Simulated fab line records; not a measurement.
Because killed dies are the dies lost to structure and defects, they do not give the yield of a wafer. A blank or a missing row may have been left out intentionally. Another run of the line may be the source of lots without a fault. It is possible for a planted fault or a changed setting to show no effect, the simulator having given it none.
Which of the tools did it? | flow n5-finfet | Sampling: 10 lots, 30 wafers, 5 of 1938 route steps

## WHAT EACH GAUGE READ, for each wafer
N5_BEOL_M13_THK_MEAS_01.
lot  | measured     | on            | M13_ILD_THK (nm)
L280 | day 11 14:10 | film-metro-02 | 831 845 836
L281 | day 11 14:43 | film-metro-01 | 833 838 835
L293 | day 14 08:16 | film-metro-02 | 825 841 833
L292 | day 14 08:36 | film-metro-02 | 840 838 839
L294 | day 14 16:17 | film-metro-01 | 826 828 848
L295 | day 14 16:34 | film-metro-02 | 832 822 842
L296 | day 15 13:46 | film-metro-02 | 829 834 836
L298 | day 15 23:50 | film-metro-01 | 826 818 842
L299 | day 16 03:09 | film-metro-02 | 827 841 842
L302 | day 16 15:57 | film-metro-01 | 837 839 850

## WHICH TOOL RAN EACH LOT (tool, then ch and the chambers of the sampled wafers, then the start)
lot  | N5_BEOL_M12_ETCH_67                | N5_BEOL_M12_SPUTTER_43       | N5_BEOL_M12_SPUTTER_45       | N5_BEOL_M12_CMP_49
L280 | rie-diel-03 ch 2,3, day 11 07:55   | pvd-sputter-01, day 11 12:32 | pvd-sputter-01, day 11 12:42 | cmp-04 ch 0,3, day 11 13:32
L281 | rie-diel-03 ch 1,2, day 11 10:20   | pvd-sputter-03, day 11 12:33 | pvd-sputter-03, day 11 12:43 | cmp-01 ch 0,1, day 11 14:05
L293 | rie-diel-05 ch 0,3, day 14 03:55   | pvd-sputter-03, day 14 06:53 | pvd-sputter-03, day 14 07:03 | cmp-04 ch 1,2, day 14 07:40
L292 | rie-diel-01 ch 1,2,3, day 14 04:28 | pvd-sputter-03, day 14 07:13 | pvd-sputter-03, day 14 07:22 | cmp-03 ch 0,1,3, day 14 07:58
L294 | rie-diel-03 ch 1,3, day 14 12:04   | pvd-sputter-01, day 14 14:38 | pvd-sputter-01, day 14 14:48 | cmp-03 ch 0,1,3, day 14 15:40
L295 | rie-diel-05 ch 0,1,3, day 14 13:37 | pvd-sputter-02, day 14 15:08 | pvd-sputter-02, day 14 15:18 | cmp-04 ch 0,3, day 14 15:56
L296 | rie-diel-05 ch 0,1,3, day 15 08:25 | pvd-sputter-01, day 15 11:05 | pvd-sputter-01, day 15 11:14 | cmp-04 ch 0,1,3, day 15 13:08
L298 | rie-diel-05 ch 0,3, day 15 18:52   | pvd-sputter-01, day 15 22:26 | pvd-sputter-01, day 15 22:35 | cmp-01 ch 0,3, day 15 23:09
L299 | rie-diel-05 ch 0,1, day 16 00:35   | pvd-sputter-01, day 16 01:48 | pvd-sputter-01, day 16 01:58 | cmp-04 ch 0,3, day 16 02:34
L302 | rie-diel-01 ch 2,3, day 16 10:50   | pvd-sputter-01, day 16 14:32 | pvd-sputter-01, day 16 14:41 | cmp-01 ch 2,3, day 16 15:17
- N5_BEOL_M12_ETCH_67: etches SiARC in CF4, target depth 143 nm, time 238.3 s.
- N5_BEOL_M12_SPUTTER_43: material TaN, target thk 15 nm, time 24.19 s.
- N5_BEOL_M12_SPUTTER_45: material Cu, target thk 80 nm, time 13.33 s.
- N5_BEOL_M12_CMP_49: polishes, stops on SiOC, t overpolish 20.6 s, target thk 320 nm.

## THE ANSWER, worked out from the rows above alone
Rule: what is usual is taken from the lots themselves. The widest of any qualifying gaps counts: lots, ordered by their means at a reading, are off when they make up no more than a third of the lots, leave a main group of 4 or more, and stand apart from it by 3 or more times the standard deviation of that group's means. If all means in a main group match to the digits the tables above print for the reading, that group is not used. Also off: a lot with no number at a reading for which 4 or more lots have one. Where the step has rows for the other lots, those lots are counted as sound.
Across all readings shown, no lot is off: no conclusion can be drawn from this.

## WHAT THE SIMULATOR HAD PUT IN
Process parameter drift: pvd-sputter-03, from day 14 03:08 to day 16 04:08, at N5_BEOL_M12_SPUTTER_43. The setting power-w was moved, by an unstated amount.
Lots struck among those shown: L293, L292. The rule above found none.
